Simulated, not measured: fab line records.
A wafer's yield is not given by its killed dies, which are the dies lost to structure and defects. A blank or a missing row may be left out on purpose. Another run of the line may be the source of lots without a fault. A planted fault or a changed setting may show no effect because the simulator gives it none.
Chamber matching :: flow nandHarc :: cmp-02 running NHARC_A_STAIRCASE_CMP_152: 4 sister chambers
The step polishes. 14 wafers are shown with their chamber, then 7 later ones without.

## EACH WAFER AND ITS CHAMBER
wafer: L074.1
chamber: 2
motorCurrentA (A): 11.0

wafer: L074.2
chamber: 1
motorCurrentA (A): 10.1

wafer: L074.4
chamber: 0
motorCurrentA (A): 12.3

wafer: L076.4
chamber: 0
motorCurrentA (A): 12.1

wafer: L076.5
chamber: 0
motorCurrentA (A): 12.5

wafer: L076.6
chamber: 1
motorCurrentA (A): 10.4

wafer: L077.1
chamber: 0
motorCurrentA (A): 12.7

wafer: L077.2
chamber: 1
motorCurrentA (A): 10.9

wafer: L077.3
chamber: 2
motorCurrentA (A): 11.6

wafer: L079.2
chamber: 2
motorCurrentA (A): 11.6

wafer: L079.5
chamber: 0
motorCurrentA (A): 12.0

wafer: L079.6
chamber: 1
motorCurrentA (A): 10.6

wafer: L086.1
chamber: 2
motorCurrentA (A): 11.3

wafer: L086.2
chamber: 3
motorCurrentA (A): 11.3

SIGNATURES (averages over the wafers above)
reading: motorCurrentA
chamber 0: 12.320
chamber 1: 10.500
chamber 2: 11.375
chamber 3: 11.300
scatter within a chamber: 0.303
Rule: a wafer lies at a distance from a chamber equal to the root of the sum of squares, over the readings, of (its reading less the chamber's mean, divided by the reading's scatter). If the next closest chamber is less than 2 further off than the closest, the wafer can't be placed; otherwise it belongs to the closest. The scatter: take each reading less its chamber's mean, square it, sum over the shown wafers, divide by the number of wafers less the number of chambers, and take the root.

## WAFERS WITHOUT THEIR CHAMBER
wafer: L086.5
motorCurrentA (A): 11.0

wafer: L092.1
motorCurrentA (A): 9.6

wafer: L092.4
motorCurrentA (A): 11.8

wafer: L092.5
motorCurrentA (A): 11.3

wafer: L095.1
motorCurrentA (A): 12.6

wafer: L095.3
motorCurrentA (A): 11.4

wafer: L095.6
motorCurrentA (A): 11.3

## EACH ONE'S CHAMBER
wafer: L086.5
from the rows above: can't be placed: 3 or 2 or 1
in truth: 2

wafer: L092.1
from the rows above: 1
in truth: 1

wafer: L092.4
from the rows above: can't be placed: 2 or 3 or 0
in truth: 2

wafer: L092.5
from the rows above: can't be placed: 3 or 2
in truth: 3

wafer: L095.1
from the rows above: 0
in truth: 0

wafer: L095.3
from the rows above: can't be placed: 2 or 3
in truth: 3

wafer: L095.6
from the rows above: can't be placed: 3 or 2
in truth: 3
Correct placement for 2 of the 7. Not placeable from these rows: 5 (in 5, the candidates include the true chamber). Wrongly placed: 0.
